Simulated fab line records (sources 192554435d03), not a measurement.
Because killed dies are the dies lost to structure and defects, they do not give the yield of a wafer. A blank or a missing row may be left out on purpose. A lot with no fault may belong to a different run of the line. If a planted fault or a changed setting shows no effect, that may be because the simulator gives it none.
Matching of chambers + flow n5 finfet + 4 sister chambers for N5_BEOL_M14_STRIP_37 on rie diel-01
The step strips in O2. 18 wafers are shown with their chamber, then 9 later ones without.

== WAFERS WITH THEIR CHAMBER ==
| wafer  | chamber | drypump motor current A (A) | showerhead plenum p Torr (Torr) | throttle valve pct (%) |
|--------|---------|-----------------------------|---------------------------------|------------------------|
| L079.1 | 3       | 5.6                         | 2.11                            | 17.08                  |
| L079.2 | 2       | 6.4                         | 2.12                            | 16.34                  |
| L079.4 | 0       | 5.9                         | 2.00                            | 17.22                  |
| L080.2 | 3       | 5.6                         | 2.11                            | 17.10                  |
| L080.3 | 0       | 5.9                         | 2.00                            | 17.22                  |
| L080.6 | 0       | 5.9                         | 2.00                            | 17.19                  |
| L081.1 | 1       | 5.8                         | 2.13                            | 16.59                  |
| L081.3 | 2       | 6.5                         | 2.12                            | 16.38                  |
| L081.6 | 3       | 5.6                         | 2.11                            | 17.09                  |
| L084.1 | 3       | 5.6                         | 2.11                            | 17.10                  |
| L084.2 | 1       | 5.8                         | 2.13                            | 16.60                  |
| L084.4 | 1       | 5.8                         | 2.13                            | 16.59                  |
| L086.2 | 2       | 6.5                         | 2.12                            | 16.37                  |
| L086.3 | 3       | 5.6                         | 2.11                            | 17.15                  |
| L086.4 | 3       | 5.6                         | 2.11                            | 17.14                  |
| L088.2 | 1       | 5.8                         | 2.13                            | 16.58                  |
| L088.4 | 2       | 6.5                         | 2.11                            | 16.42                  |
| L088.6 | 3       | 5.6                         | 2.10                            | 17.13                  |

SIGNATURES (averages over the wafers above)
| reading                  | chamber 0 | chamber 1 | chamber 2 | chamber 3 | scatter within a chamber |
|--------------------------|-----------|-----------|-----------|-----------|--------------------------|
| drypump motor current A  | 5.900     | 5.800     | 6.475     | 5.600     | 0.0231                   |
| showerhead plenum p Torr | 2.0000    | 2.1300    | 2.1175    | 2.1086    | 0.00339                  |
| throttle valve pct       | 17.2100   | 16.5900   | 16.3775   | 17.1129   | 0.0245                   |
Rule: a wafer lies at a distance from a chamber equal to the root of the sum of squares, over the readings, of (its reading less the chamber's mean, divided by the reading's scatter). The wafer belongs to the nearest chamber; if the next one is less than 2 further off, it can't be placed. The scatter: the root of (the sum of the squares of (reading less its chamber's mean) over the shown wafers, divided by (wafers less chambers)).

== WAFERS WHOSE CHAMBER IS MISSING ==
| wafer  | drypump motor current A (A) | showerhead plenum p Torr (Torr) | throttle valve pct (%) |
|--------|-----------------------------|---------------------------------|------------------------|
| L090.4 | 5.9                         | 2.26                            | 16.76                  |
| L090.5 | 5.8                         | 2.13                            | 16.65                  |
| L090.6 | 5.9                         | 2.26                            | 16.79                  |
| L095.2 | 5.8                         | 2.12                            | 16.63                  |
| L095.3 | 5.6                         | 2.10                            | 17.13                  |
| L095.5 | 5.6                         | 2.10                            | 17.16                  |
| L096.1 | 5.6                         | 2.10                            | 17.16                  |
| L096.2 | 5.8                         | 2.12                            | 16.65                  |
| L096.3 | 6.5                         | 2.11                            | 16.41                  |

== WHICH CHAMBER EACH WENT THROUGH ==
| wafer  | from the rows above | in truth                   |
|--------|---------------------|----------------------------|
| L090.4 | 1                   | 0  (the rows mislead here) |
| L090.5 | 1                   | 1                          |
| L090.6 | 1                   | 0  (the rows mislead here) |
| L095.2 | 1                   | 1                          |
| L095.3 | 3                   | 3                          |
| L095.5 | 3                   | 3                          |
| L096.1 | 3                   | 3                          |
| L096.2 | 1                   | 1                          |
| L096.3 | 2                   | 2                          |
Correct placement for 7 of the 9. Not placeable from these rows: 0. 2 placed wrongly.
